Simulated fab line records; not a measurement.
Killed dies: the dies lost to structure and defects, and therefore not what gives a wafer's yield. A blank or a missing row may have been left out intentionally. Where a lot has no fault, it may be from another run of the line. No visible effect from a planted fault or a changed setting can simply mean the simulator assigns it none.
fab line records	flow nandHarc
record lots=24	wafers=72	lastDay=24
route steps=1159 shown P_M1@311 P_M2@331
lots untouched by any fault: they come from a run of this same line in which no faults occurred
startH: the number of hours between the record's first day and the start of the first shown wafer of the lot	waitH: hours from the lot's prior step to this one	" identical to the entry in the row above	L1.1+2: a row that stands for several wafers	- either no value or no given start	* or withheld: withheld	< > ~ a bound
route shown NAME@n: a module of which the file shows steps, and the number in the route of the first	usual: mean and standard deviation over wafers with no fault	same: alike in all rows	chamber/n: place in a boat	sites: readings site by site	_std_site: standard deviation across them	_edge_site: inner sites' mean taken away from outer sites' mean	radiusMm: how far each site lies from the wafer's centre	mask NAME#n: copy n	behind: the tool/chamber that last shaped the wafer	hold: reason for holding the lot/hours on hold/outcome of the hold	device: transistor that didn't switch, given as n, p or np	end of line: the route-end tests of the same wafers	a step without rows: its recipe alone	killed: count of dies lost to structure and defects at first sort (not the wafer's yield)	map: a wafer's dies, x killed, . not, _ none there
set.NAME: setting as actually run; set.NAME@STEP: the setting as run at that earlier step	model.NAME: the simulator's own value behind a step, which no gauge read
steps of the route over a sample of lots; a table a step, a row a wafer
services: the hour from which a tool's chamber was out of use, counted from the record's first day as startH (under 0 if before that day), plus the number of hours and why
## steps
# step NHARC_P_M1_CMP_23
# recipe tOverpolishS=20	targetThkNm=157.82
# usual edgeZonePressureFrac=1.000/0.0046	motorCurrentA=11.9/1.3	slurryFlowMlMin=150.0/0.49	timeToEndpointS=28.2/2.6
lot.wafer	tool	chamber	startH	waitH	edgeZonePressureFrac	motorCurrentA	slurryFlowMlMin	timeToEndpointS
L074.1	cmp-03	3	112.48	-	0.999	12.1	149.7	31.0
L074.3	"	1	"	"	0.994	11.8	149.1	25.4
L074.5	"	3	"	"	1.003	12.4	149.8	27.4
L075.2	cmp-04	3	131.95	-	1.006	9.9	150.2	29.1
L075.3	"	1	"	"	1.007	13.2	149.7	28.0
L075.1	"	2	"	"	1.000	11.3	150.7	29.4
L078.1	cmp-01	3	145.75	-	0.996	11.9	150.1	30.8
L078.4	"	0	"	"	0.995	12.1	149.7	33.2
L078.6	"	2	"	"	0.999	14.0	150.5	27.1
L076.2	cmp-03	0	146.23	-	1.005	11.2	150.0	31.5
L076.3	"	2	"	"	1.005	13.0	149.7	26.3
L076.6	"	3	"	"	1.002	11.9	149.7	28.7
L077.1	cmp-01	2	146.44	-	0.997	15.1	150.3	28.5
L077.2	"	0	"	"	1.001	11.4	150.1	33.6
L077.3	"	1	"	"	1.002	11.8	149.7	33.3
L080.4	cmp-01	0	155.06	-	0.994	12.0	150.1	29.9
L080.1	"	2	"	"	0.998	15.0	149.9	26.4
L080.5	"	1	"	"	1.007	11.8	150.5	28.9
L079.3	cmp-01	1	155.94	-	0.996	12.1	150.2	31.9
L079.4	"	2	"	"	0.996	13.6	148.9	27.3
L079.6	"	0	"	"	1.000	12.5	149.7	35.0
L082.2	cmp-03	3	165.33	-	0.995	11.9	150.2	29.1
L082.6	"	1	"	"	0.992	12.7	149.2	26.5
L082.5	"	2	"	"	0.998	14.3	150.9	27.3
L081.1	cmp-01	2	168.48	-	1.007	14.6	150.0	25.4
L081.2	"	3	"	"	0.997	11.1	148.8	29.3
L081.4	"	0	"	"	0.998	11.5	149.5	31.8
L085.2	cmp-04	0	183.17	-	0.996	11.0	149.9	26.9
L085.3	"	1	"	"	0.998	12.5	150.5	26.7
L085.6	"	0	"	"	0.996	10.5	149.4	25.2
L083.4	cmp-04	1	183.94	-	1.006	12.2	148.6	27.8
L083.6	"	0	"	"	0.999	10.6	150.0	26.8
L083.5	"	1	"	"	0.998	13.3	149.3	24.8
L084.4	cmp-03	3	185.70	-	1.004	11.6	150.2	27.1
L084.3	"	1	"	"	1.003	12.5	150.8	26.0
L084.5	"	0	"	"	1.003	11.3	150.1	25.3
L087.1	cmp-01	2	195.35	-	0.998	14.4	149.6	23.6
L087.6	"	3	"	"	0.999	12.2	150.2	26.2
L087.5	"	0	"	"	0.995	11.6	149.9	31.4
L086.2	cmp-03	0	196.44	-	1.000	11.1	150.0	28.2
L086.3	"	1	"	"	0.993	12.6	150.4	25.0
L086.5	"	3	"	"	1.005	12.2	150.6	28.4
L089.1	cmp-01	3	206.79	-	0.997	10.8	149.6	27.7
L089.4	"	0	"	"	1.002	11.5	150.1	28.9
L089.3	"	1	"	"	0.997	11.6	150.3	28.3
L088.4	cmp-01	3	207.34	-	1.004	11.1	149.9	25.7
L088.1	"	0	"	"	1.003	11.7	149.8	31.9
L088.2	"	2	"	"	0.991	14.7	150.0	21.9
L090.4	cmp-04	1	226.27	-	0.992	13.1	150.5	27.1
L090.5	"	3	"	"	0.998	10.1	149.3	29.1
L090.6	"	0	"	"	0.997	10.3	150.4	26.1
L091.4	cmp-03	1	226.52	-	0.997	12.2	149.7	26.6
L091.2	"	0	"	"	1.002	11.2	150.2	33.1
L091.5	"	2	"	"	0.998	12.7	149.4	26.0
L092.4	cmp-01	0	232.65	-	0.994	11.8	149.9	34.8
L092.5	"	1	"	"	0.998	12.6	150.3	30.7
L092.6	"	2	"	"	0.988	14.6	149.7	27.2
L093.3	cmp-04	1	237.15	-	1.005	13.4	150.2	26.7
L093.1	"	2	"	"	1.003	10.9	150.5	28.7
L093.2	"	3	"	"	1.005	10.2	150.0	27.9
L094.2	cmp-01	0	242.87	-	1.006	11.4	150.2	32.6
L094.3	"	1	"	"	0.995	11.8	150.1	28.1
L094.1	"	2	"	"	1.004	14.7	150.3	24.6
L096.4	cmp-04	3	255.67	-	1.005	9.7	150.5	29.2
L096.1	"	1	"	"	0.995	12.1	149.4	25.3
L096.6	"	3	"	"	1.006	9.7	150.1	27.9
L095.3	cmp-04	3	257.05	-	0.999	9.8	149.7	28.9
L095.4	"	0	"	"	0.996	10.5	150.2	26.5
L095.6	"	0	"	"	0.998	10.7	150.2	24.4
L097.4	cmp-01	3	257.20	-	1.003	11.3	150.6	31.7
L097.1	"	1	"	"	1.003	12.3	149.8	32.0
L097.5	"	3	"	"	0.999	11.1	150.6	28.6
# step NHARC_P_M1_PRE_CLEAN_32
# recipe timeS=12	tempC=370	rfPowerW=300	gas=NH3
# usual heaterPowerW=626/69
lot.wafer	tool	chamber	startH	waitH	heaterPowerW
L074.1	pecvd-01	2	113.02	0.1	606
L074.3	"	0	"	"	525
L074.5	"	0	"	"	527
L075.1	pecvd-04	1	132.50	0.1	610
L075.3	"	2	"	"	513
L075.2	"	0	"	"	658
L078.1	pecvd-02	1	146.28	0.1	603
L078.4	"	0	"	"	573
L078.6	"	1	"	"	599
L076.3	pecvd-04	2	146.75	0.1	514
L076.2	"	0	"	"	664
L076.6	"	2	"	"	504
L077.1	pecvd-02	0	147.00	0.1	573
L077.3	"	1	"	"	609
L077.2	"	2	"	"	606
L080.1	pecvd-04	0	155.61	0.1	713
L080.5	"	2	"	"	545
L080.4	"	0	"	"	703
L079.3	pecvd-04	0	156.55	0.2	653
L079.6	"	1	"	"	663
L079.4	"	2	"	"	602
L082.2	pecvd-01	1	165.83	0.1	762
L082.6	"	0	"	"	615
L082.5	"	2	"	"	673
L081.2	pecvd-01	0	169.01	0.1	596
L081.1	"	1	"	"	674
L081.4	"	1	"	"	682
L085.2	pecvd-02	1	183.71	0.1	646
L085.3	"	2	"	"	620
L085.6	"	2	"	"	613
L083.5	pecvd-04	0	184.50	0.1	707
L083.4	"	1	"	"	566
L083.6	"	2	"	"	613
L084.3	pecvd-01	2	186.24	0.1	723
L084.4	"	2	"	"	700
L084.5	"	1	"	"	756
L087.1	pecvd-02	1	195.84	0.1	592
L087.6	"	2	"	"	584
L087.5	"	1	"	"	616
L086.2	pecvd-01	1	196.92	0.1	758
L086.3	"	2	"	"	717
L086.5	"	2	"	"	711
L089.3	pecvd-02	1	207.31	0.1	572
L089.1	"	2	"	"	564
L089.4	"	1	"	"	566
L088.1	pecvd-01	2	207.89	0.1	631
L088.2	"	1	"	"	784
L088.4	"	2	"	"	665
L090.5	pecvd-01	0	226.80	0.1	585
L090.4	"	1	"	"	732
L090.6	"	2	"	"	625
L091.2	pecvd-02	1	227.08	0.1	570
L091.5	"	0	"	"	571
L091.4	"	1	"	"	575
L092.6	pecvd-02	2	233.14	0.1	615
L092.4	"	0	"	"	493
L092.5	"	1	"	"	636
L093.1	pecvd-02	0	237.70	0.1	594
L093.2	"	1	"	"	676
L093.3	"	2	"	"	638
L094.1	pecvd-02	2	243.41	0.1	584
L094.3	"	0	"	"	577
L094.2	"	1	"	"	667
L096.1	pecvd-01	2	256.23	0.1	686
L096.6	"	0	"	"	632
L096.4	"	2	"	"	660
L095.3	pecvd-01	0	257.58	0.1	653
L095.6	"	0	"	"	639
L095.4	"	2	"	"	611
L097.1	pecvd-04	2	257.75	0.1	547
L097.4	"	2	"	"	547
L097.5	"	0	"	"	683
# step NHARC_P_M2_DESCUM_14
# recipe timeS=3	o2FlowSccm=200	arFlowSccm=0	biasPowerW=0	chemistry=O2
# usual drypumpMotorCurrentA=5.7/0.42	oesProductAu=1.005/0.015	rfVppV=57.7/0.93	showerheadPlenumPTorr=1.89/0.09	throttleValvePct=11.311/0.0088
lot.wafer	tool	chamber	startH	waitH	drypumpMotorCurrentA	oesProductAu	rfHoursCounterH	rfVppV	showerheadPlenumPTorr	throttleValvePct
L074.3	rieDiel-10	3	114.55	0.1	5.5	0.991	23	57.3	1.82	11.317
L074.1	"	0	"	"	5.3	1.003	21	58.0	1.98	11.315
L074.5	"	1	"	"	6.8	1.032	-	55.7	1.88	11.307
L075.1	rieDiel-01	3	134.02	0.1	5.7	1.016	6	57.0	1.79	11.317
L075.2	"	0	"	"	5.3	1.014	5	57.9	1.85	11.318
L075.3	"	2	"	"	5.9	1.004	6	57.3	2.03	11.317
L078.4	rieDiel-10	0	147.79	0.1	5.3	0.998	28	58.3	1.98	11.307
L078.1	"	1	"	"	6.7	1.029	30	58.7	1.88	11.317
L078.6	"	2	"	"	5.3	1.042	-	57.3	1.79	11.309
L076.3	rieDiel-12	0	148.26	0.1	5.6	0.977	37	58.1	1.98	11.312
L076.2	"	2	"	"	6.1	0.983	37	57.6	2.03	11.314
L076.6	"	0	"	"	5.6	0.981	-	57.7	1.98	11.295
L077.1	rieDiel-01	1	148.51	0.1	6.1	1.004	0	59.2	1.97	11.325
L077.2	"	2	"	"	5.9	0.991	0	57.8	2.03	11.327
L077.3	"	3	"	"	5.7	1.011	0	58.4	1.79	11.293
L080.4	rieDiel-10	2	157.12	0.1	5.3	1.025	32	56.1	1.79	11.304
L080.1	"	3	"	"	5.6	1.000	30	58.7	1.82	11.325
L080.5	"	3	"	"	5.5	0.998	-	56.7	1.82	11.314
L079.3	rieDiel-01	0	158.23	0.1	5.3	1.032	1	57.9	1.85	11.318
L079.4	"	3	"	"	5.7	1.008	1	57.3	1.79	11.301
L079.6	"	1	"	"	6.1	0.998	-	57.5	1.96	11.305
L082.2	rieDiel-10	2	167.22	0.1	5.3	1.021	33	57.8	1.79	11.312
L082.6	"	0	"	"	5.3	1.002	-	57.5	1.98	11.301
L082.5	"	1	"	"	6.7	1.018	-	57.1	1.88	11.299
L081.1	rieDiel-01	0	170.38	0.1	5.3	1.019	1	57.8	1.85	11.316
L081.4	"	1	"	"	6.1	0.996	1	58.1	1.96	11.315
L081.2	"	3	"	"	5.8	1.012	1	57.6	1.79	11.315
L085.2	rieDiel-01	2	185.24	0.1	5.9	0.991	1	57.6	2.03	11.289
L085.3	"	3	"	"	5.8	1.018	1	58.4	1.79	11.311
L085.6	"	0	"	"	5.3	1.016	-	58.9	1.85	11.300
L083.4	rieDiel-10	2	185.85	0.1	5.3	1.016	0	56.3	1.79	11.315
L083.5	"	1	"	"	6.8	1.038	-	57.9	1.88	11.301
L083.6	"	2	"	"	5.3	1.018	-	56.8	1.79	11.312
L084.3	rieDiel-01	0	187.79	0.1	5.3	1.016	2	59.5	1.85	11.310
L084.4	"	1	"	"	6.1	0.996	2	59.2	1.96	11.304
L084.5	"	0	"	"	5.3	1.021	-	57.3	1.85	11.306
L087.1	rieDiel-01	1	197.23	0.1	6.1	1.001	2	57.9	1.96	11.320
L087.6	"	2	"	"	5.9	0.982	-	58.4	2.03	11.307
L087.5	"	3	"	"	5.8	0.997	-	56.6	1.79	11.326
L086.2	rieDiel-01	1	198.32	0.1	6.1	0.990	2	58.3	1.96	11.309
L086.3	"	3	"	"	5.7	1.007	2	58.0	1.79	11.320
L086.5	"	0	"	"	5.3	1.008	-	58.6	1.85	11.316
L089.1	rieDiel-01	0	208.68	0.1	5.3	1.000	3	56.7	1.85	11.309
L089.4	"	1	"	"	6.1	0.997	3	57.4	1.96	11.301
L089.3	"	2	"	"	5.9	0.985	2	58.1	2.03	11.311
L088.1	rieDiel-01	3	209.41	0.1	5.8	0.999	3	59.3	1.79	11.300
L088.2	"	0	"	"	5.3	1.013	3	58.1	1.85	11.302
L088.4	"	1	"	"	6.1	0.994	3	58.9	1.96	11.312
L090.4	rieDiel-01	1	228.44	0.1	6.1	1.009	3	56.0	1.96	11.313
L090.5	"	3	"	"	5.7	1.001	-	57.6	1.79	11.301
L090.6	"	0	"	"	5.3	1.025	-	57.4	1.85	11.317
L091.2	rieDiel-10	2	228.70	0.1	5.3	1.008	10	56.8	1.78	11.309
L091.4	"	3	"	"	5.5	0.990	11	57.3	1.82	11.313
L091.5	"	2	"	"	5.3	1.006	-	58.9	1.78	11.315
L092.4	rieDiel-10	2	234.67	0.1	5.3	1.018	10	58.0	1.78	11.306
L092.6	"	2	"	"	5.3	1.004	-	55.4	1.78	11.304
L092.5	"	3	"	"	5.5	0.982	-	56.3	1.82	11.305
L093.2	rieDiel-01	2	239.19	0.1	5.9	0.992	3	57.5	2.03	11.305
L093.3	"	0	"	"	5.3	1.013	4	56.5	1.85	11.330
L093.1	"	1	"	"	6.1	1.013	4	58.3	1.96	11.317
L094.3	rieDiel-01	2	245.00	0.1	5.9	0.982	4	58.7	2.03	11.323
L094.1	"	3	"	"	5.8	1.008	4	56.0	1.79	11.312
L094.2	"	0	"	"	5.3	1.003	4	57.0	1.85	11.304
L096.1	rieDiel-01	2	257.60	0.1	5.9	0.975	4	55.9	2.03	11.301
L096.4	"	3	"	"	5.8	0.996	4	58.6	1.79	11.296
L096.6	"	2	"	"	5.9	0.987	-	57.8	2.03	11.303
L095.4	rieDiel-01	2	259.11	0.1	5.9	0.987	4	57.2	2.03	11.313
L095.3	"	3	"	"	5.7	1.012	4	56.4	1.79	11.334
L095.6	"	2	"	"	5.9	0.999	-	58.5	2.03	11.312
L097.4	rieDiel-10	2	259.27	0.1	5.3	1.001	15	56.5	1.78	11.321
L097.1	"	3	"	"	5.5	0.979	16	57.3	1.81	11.314
L097.5	"	1	"	"	6.7	1.024	-	58.5	1.88	11.311
# step NHARC_P_M2_ETCH_35
# recipe targetDepthA=400	overetchA=120	timeS=43.94	ionEnergyEv=200	n2FlowSccm=150	h2FlowSccm=150	arFlowSccm=0	rfW=400	biasW=150	chemistry=N2/H2
# usual drypumpMotorCurrentA=5.7/0.4	oesProductAu=1.003/0.015	rfVppV=430/3	showerheadPlenumPTorr=2.02/0.1	throttleValvePct=14.172/0.0095
lot.wafer	tool	chamber	startH	waitH	drypumpMotorCurrentA	oesProductAu	rfHoursCounterH	rfVppV	showerheadPlenumPTorr	throttleValvePct
L074.3	rieDiel-10	3	114.62	0.1	5.5	0.997	23	428	1.94	14.168
L074.1	"	2	"	"	5.3	1.009	24	426	1.90	14.160
L074.5	"	0	"	"	5.3	1.000	-	432	2.12	14.169
L075.2	rieDiel-01	1	134.11	0.1	6.1	1.005	5	433	2.10	14.159
L075.3	"	2	"	"	5.9	1.007	6	435	2.17	14.140
L075.1	"	3	"	"	5.8	1.017	6	427	1.90	14.173
L078.4	rieDiel-10	2	147.86	0.1	5.3	1.035	30	428	1.90	14.173
L078.1	"	3	"	"	5.5	0.995	29	426	1.94	14.166
L078.6	"	3	"	"	5.5	0.997	-	428	1.94	14.173
L076.2	rieDiel-12	1	148.35	0.1	5.9	0.983	36	430	1.98	14.167
L076.3	"	0	"	"	5.6	0.970	37	432	2.11	14.170
L076.6	"	1	"	"	5.9	0.983	-	428	1.98	14.165
L077.1	rieDiel-01	3	148.59	0.1	5.7	1.010	0	426	1.90	14.160
L077.2	"	0	"	"	5.3	1.013	0	428	1.97	14.161
L077.3	"	1	"	"	6.1	1.008	0	432	2.10	14.162
L080.1	rieDiel-10	2	157.20	0.1	5.3	1.031	32	428	1.90	14.180
L080.4	"	0	"	"	5.3	1.016	29	433	2.11	14.183
L080.5	"	3	"	"	5.5	0.999	-	428	1.94	14.160
L079.3	rieDiel-01	3	158.31	0.1	5.7	0.997	1	427	1.90	14.160
L079.4	"	0	"	"	5.3	1.022	1	429	1.97	14.179
L079.6	"	0	"	"	5.3	1.024	-	428	1.97	14.173
L082.2	rieDiel-10	1	167.31	0.1	6.7	1.029	33	430	2.00	14.168
L082.5	"	2	"	"	5.3	1.023	-	428	1.90	14.172
L082.6	"	3	"	"	5.5	1.004	-	426	1.94	14.168
L081.2	rieDiel-01	3	170.46	0.1	5.7	1.013	1	426	1.90	14.158
L081.4	"	1	"	"	6.1	1.000	1	432	2.10	14.166
L081.1	"	2	"	"	5.9	0.996	1	433	2.17	14.181
L085.2	rieDiel-01	2	185.31	0.1	5.9	0.992	1	435	2.17	14.167
L085.3	"	1	"	"	6.1	0.995	2	433	2.10	14.167
L085.6	"	2	"	"	5.9	0.983	-	433	2.17	14.174
L083.4	rieDiel-10	3	185.95	0.1	5.5	0.971	0	427	1.94	14.188
L083.6	"	0	"	"	5.3	0.994	-	432	2.11	14.172
L083.5	"	1	"	"	6.8	1.034	-	430	2.00	14.178
L084.4	rieDiel-01	2	187.88	0.1	5.9	0.994	2	436	2.17	14.172
L084.3	"	3	"	"	5.7	1.002	2	426	1.90	14.180
L084.5	"	1	"	"	6.1	0.998	-	431	2.10	14.163
L087.1	rieDiel-01	3	197.30	0.1	5.8	1.005	2	426	1.90	14.174
L087.6	"	2	"	"	5.9	0.986	-	433	2.17	14.182
L087.5	"	3	"	"	5.7	1.007	-	425	1.90	14.190
L086.2	rieDiel-01	0	198.40	0.1	5.3	1.008	2	430	1.97	14.183
L086.3	"	1	"	"	6.1	0.986	2	434	2.10	14.175
L086.5	"	3	"	"	5.7	1.003	-	429	1.90	14.155
L089.3	rieDiel-01	3	208.76	0.1	5.8	1.001	3	426	1.90	14.180
L089.1	"	0	"	"	5.3	0.996	3	428	1.97	14.158
L089.4	"	1	"	"	6.1	0.991	3	432	2.10	14.168
L088.1	rieDiel-01	2	209.49	0.1	5.9	0.980	2	435	2.17	14.173
L088.2	"	3	"	"	5.8	1.011	3	429	1.90	14.173
L088.4	"	0	"	"	5.3	1.004	3	430	1.97	14.165
L090.4	rieDiel-01	1	228.53	0.1	6.1	1.002	3	433	2.10	14.175
L090.6	"	2	"	"	5.9	0.990	-	434	2.17	14.174
L090.5	"	3	"	"	5.7	1.005	-	426	1.90	14.171
L091.4	rieDiel-10	0	228.79	0.1	5.3	0.997	11	433	2.11	14.176
L091.2	"	1	"	"	6.7	1.051	9	429	2.00	14.166
L091.5	"	3	"	"	5.6	0.980	-	427	1.93	14.180
L092.4	rieDiel-10	2	234.76	0.1	5.3	1.013	10	427	1.90	14.173
L092.5	"	1	"	"	6.7	1.031	-	429	2.00	14.175
L092.6	"	2	"	"	5.3	1.006	-	427	1.90	14.172
L093.1	rieDiel-01	1	239.28	0.1	6.1	1.009	4	432	2.10	14.165
L093.2	"	2	"	"	5.9	0.992	3	435	2.17	14.158
L093.3	"	3	"	"	5.7	1.005	4	428	1.90	14.169
L094.1	rieDiel-01	2	245.08	0.1	5.9	0.994	4	434	2.17	14.169
L094.3	"	0	"	"	5.3	1.015	4	429	1.97	14.187
L094.2	"	1	"	"	6.1	1.020	4	432	2.10	14.167
L096.4	rieDiel-01	2	257.69	0.1	5.9	0.986	4	433	2.17	14.171
L096.1	"	3	"	"	5.7	1.006	4	427	1.90	14.179
L096.6	"	0	"	"	5.3	1.010	-	429	1.97	14.168
L095.4	rieDiel-01	2	259.19	0.1	5.9	0.983	4	434	2.17	14.177
L095.3	"	0	"	"	5.3	1.014	4	429	1.97	14.171
L095.6	"	2	"	"	5.9	0.996	-	435	2.17	14.161
L097.1	rieDiel-10	3	259.34	0.1	5.5	0.981	16	426	1.93	14.186
L097.4	"	2	"	"	5.3	1.010	15	426	1.90	14.173
L097.5	"	3	"	"	5.5	0.989	-	428	1.93	14.176
# step NHARC_P_M2_CMP_23
# recipe tOverpolishS=20	targetThkNm=144.3
# usual edgeZonePressureFrac=1.001/0.0043	motorCurrentA=12.0/1	slurryFlowMlMin=150.0/0.45	timeToEndpointS=29.6/3
lot.wafer	tool	chamber	startH	waitH	edgeZonePressureFrac	motorCurrentA	slurryFlowMlMin	timeToEndpointS
L074.3	cmp-01	3	116.72	-	0.995	11.1	150.3	27.6
L074.1	"	1	"	"	1.005	11.7	150.8	26.1
L074.5	"	0	"	"	1.004	12.2	149.8	28.7
L075.2	cmp-03	1	136.12	-	0.999	12.4	150.7	28.3
L075.3	"	2	"	"	1.000	13.5	149.2	26.7
L075.1	"	0	"	"	0.996	10.7	149.4	30.2
L078.4	cmp-03	2	150.09	-	1.002	13.7	150.3	25.8
L078.1	"	0	"	"	1.005	10.5	150.9	33.0
L078.6	"	3	"	"	1.001	11.7	149.9	29.2
L076.3	cmp-03	3	150.56	-	1.000	11.6	150.5	29.8
L076.2	"	1	"	"	0.999	12.7	150.1	29.4
L076.6	"	2	"	"	1.003	12.5	149.8	27.8
L077.3	cmp-03	1	150.71	-	1.004	12.1	150.0	28.5
L077.2	"	2	"	"	0.995	14.3	150.2	28.1
L077.1	"	0	"	"	0.992	11.1	149.6	27.8
L080.4	cmp-01	1	159.23	-	0.999	12.0	149.5	31.5
L080.1	"	0	"	"	0.993	11.7	149.8	31.5
L080.5	"	1	"	"	1.003	12.0	150.3	31.3
L079.3	cmp-02	2	160.43	-	0.995	11.0	151.0	33.3
L079.4	"	3	"	"	1.000	12.2	150.2	34.7
L079.6	"	1	"	"	0.999	12.4	149.7	26.0
L082.2	cmp-03	1	169.52	-	1.000	12.4	149.5	25.8
L082.6	"	0	"	"	0.991	11.5	150.1	28.3
L082.5	"	1	"	"	1.001	12.0	149.4	26.7
L081.2	cmp-03	1	172.94	-	0.996	12.8	150.3	23.3
L081.4	"	2	"	"	1.006	13.3	149.8	23.8
L081.1	"	3	"	"	1.003	12.4	149.8	28.8
L085.2	cmp-01	2	187.40	-	1.005	14.0	149.4	25.7
L085.3	"	3	"	"	0.990	11.1	151.2	26.3
L085.6	"	2	"	"	1.001	15.0	149.3	25.5
L083.4	cmp-03	3	188.09	-	1.001	11.6	149.7	26.2
L083.5	"	1	"	"	0.998	12.7	149.9	24.4
L083.6	"	2	"	"	1.007	14.2	150.7	23.6
L084.4	cmp-01	0	190.38	-	1.000	12.2	149.6	33.1
L084.3	"	2	"	"	1.003	14.5	149.8	28.1
L084.5	"	3	"	"	1.000	11.8	149.9	28.6
L087.1	cmp-02	1	199.35	-	1.005	12.2	149.5	32.3
L087.5	"	0	"	"	0.999	10.9	149.4	30.2
L087.6	"	1	"	"	1.008	12.5	149.8	26.8
L086.2	cmp-02	1	200.41	-	1.002	12.5	149.3	32.1
L086.3	"	3	"	"	0.996	13.2	149.9	34.3
L086.5	"	2	"	"	0.999	10.8	150.0	29.1
L089.1	cmp-03	1	210.79	-	0.999	12.2	150.2	25.6
L089.4	"	3	"	"	1.000	12.4	149.3	28.7
L089.3	"	0	"	"	1.000	11.6	150.4	27.7
L088.1	cmp-03	3	211.55	-	1.000	11.2	149.6	27.7
L088.2	"	1	"	"	0.994	12.6	150.5	28.8
L088.4	"	2	"	"	1.001	12.8	149.2	26.6
L090.4	cmp-03	0	230.58	-	1.007	11.5	150.0	34.4
L090.6	"	2	"	"	0.998	14.1	150.6	29.8
L090.5	"	3	"	"	1.007	11.5	150.5	33.1
L091.4	cmp-02	2	230.84	-	1.002	10.5	149.7	34.1
L091.2	"	0	"	"	1.003	10.9	149.2	32.7
L091.5	"	2	"	"	1.014	10.2	149.7	35.0
L092.4	cmp-02	1	236.77	-	0.999	13.1	151.1	29.0
L092.5	"	1	"	"	1.005	12.9	150.2	27.2
L092.6	"	2	"	"	1.005	11.5	150.7	32.0
L093.1	cmp-03	1	241.42	-	1.000	12.5	149.9	29.6
L093.3	"	2	"	"	0.999	13.4	150.1	28.6
L093.2	"	3	"	"	1.007	11.2	149.3	31.6
L094.2	cmp-02	0	247.16	-	1.012	11.2	149.9	28.9
L094.3	"	1	"	"	0.996	12.5	150.0	28.3
L094.1	"	2	"	"	1.003	11.2	150.9	32.8
L096.4	cmp-02	3	259.73	-	1.001	11.4	150.0	34.4
L096.1	"	0	"	"	1.002	11.8	150.6	29.1
L096.6	"	0	"	"	1.003	10.7	150.2	30.5
L095.3	cmp-03	2	261.38	-	1.002	13.6	150.4	26.0
L095.4	"	3	"	"	1.002	11.4	150.2	28.4
L095.6	"	0	"	"	1.003	10.9	150.6	29.6
L097.4	cmp-02	1	261.43	-	1.004	11.6	149.8	30.7
L097.1	"	2	"	"	1.000	11.5	149.8	34.5
L097.5	"	1	"	"	1.004	12.7	149.8	31.4
# step NHARC_P_M2_INSPECT_27
# usual rawDefectCount=383/140
lot.wafer	tool	chamber	startH	waitH	rawDefectCount
L074.1	defectInspect-01	-	117.20	0.1	374
L074.3	"	-	"	"	253
L074.5	"	-	"	"	256
L075.1	defectInspect-01	-	136.59	0.0	237
L075.2	"	-	"	"	333
L075.3	"	-	"	"	352
L078.1	defectInspect-01	-	150.57	0.0	608
L078.4	"	-	"	"	360
L078.6	"	-	"	"	416
L076.2	defectInspect-01	-	151.00	0.0	259
L076.3	"	-	"	"	269
L076.6	"	-	"	"	252
L077.1	defectInspect-01	-	151.19	0.0	329
L077.2	"	-	"	"	280
L077.3	"	-	"	"	233
L080.1	defectInspect-01	-	159.70	0.0	385
L080.4	"	-	"	"	243
L080.5	"	-	"	"	388
L079.3	defectInspect-01	-	160.84	0.0	600
L079.4	"	-	"	"	615
L079.6	"	-	"	"	808
L082.2	defectInspect-01	-	169.96	0.0	341
L082.5	"	-	"	"	279
L082.6	"	-	"	"	313
L081.1	defectInspect-01	-	173.38	0.0	210
L081.2	"	-	"	"	314
L081.4	"	-	"	"	478
L085.2	defectInspect-02	-	187.85	0.0	353
L085.3	"	-	"	"	171
L085.6	"	-	"	"	228
L083.4	defectInspect-02	-	188.52	0.0	562
L083.5	"	-	"	"	624
L083.6	"	-	"	"	372
L084.3	defectInspect-02	-	190.83	0.0	828
L084.4	"	-	"	"	568
L084.5	"	-	"	"	306
L087.1	defectInspect-01	-	199.79	0.0	218
L087.5	"	-	"	"	625
L087.6	"	-	"	"	828
L086.2	defectInspect-01	-	200.90	0.0	545
L086.3	"	-	"	"	403
L086.5	"	-	"	"	439
L089.1	defectInspect-02	-	211.26	0.0	487
L089.3	"	-	"	"	811
L089.4	"	-	"	"	371
L088.1	defectInspect-01	-	212.03	0.0	384
L088.2	"	-	"	"	307
L088.4	"	-	"	"	443
L090.4	defectInspect-02	-	231.00	0.0	274
L090.5	"	-	"	"	355
L090.6	"	-	"	"	218
L091.2	defectInspect-02	-	231.35	0.0	249
L091.4	"	-	"	"	235
L091.5	"	-	"	"	309
L092.4	defectInspect-02	-	237.24	0.0	248
L092.5	"	-	"	"	417
L092.6	"	-	"	"	192
L093.1	defectInspect-01	-	241.88	0.0	461
L093.2	"	-	"	"	385
L093.3	"	-	"	"	414
L094.1	defectInspect-02	-	247.60	0.0	292
L094.2	"	-	"	"	253
L094.3	"	-	"	"	296
L096.1	defectInspect-02	-	260.20	0.0	573
L096.4	"	-	"	"	391
L096.6	"	-	"	"	397
L095.3	defectInspect-01	-	261.81	0.0	417
L095.4	"	-	"	"	402
L095.6	"	-	"	"	394
L097.1	defectInspect-02	-	261.87	0.0	307
L097.4	"	-	"	"	474
L097.5	"	-	"	"	262
## services
tool	chamber	startH	hours	kind
cmp-04	-	91.34	2.3	repair
rieDiel-10	0	95.88	4.9	repair
rieDiel-10	3	97.00	3.0	repair
cmp-03	-	122.38	1.2	repair
cmp-02	-	123.10	3.3	repair
cmp-02	-	128.55	4.0	pm
cmp-01	-	135.54	1.1	repair
rieDiel-01	-	137.80	9.0	pm
pecvd-02	-	153.01	13.0	pm
cmp-03	-	156.80	4.0	pm
cmp-02	-	171.19	17.3	repair
rieDiel-10	-	176.51	9.0	pm
cmp-01	-	179.50	4.0	pm
rieDiel-01	-	188.09	1.9	repair
pecvd-02	-	209.51	1.1	repair
cmp-03	-	212.21	0.8	repair
cmp-01	-	219.81	5.3	repair
cmp-02	-	226.55	4.0	pm
cmp-03	-	227.48	1.9	repair
pecvd-01	-	237.05	13.0	pm
pecvd-02	-	250.93	0.9	repair
cmp-01	-	254.12	0.6	repair
cmp-03	-	254.86	4.0	pm
cmp-01	-	261.19	0.8	repair
## key
fault none
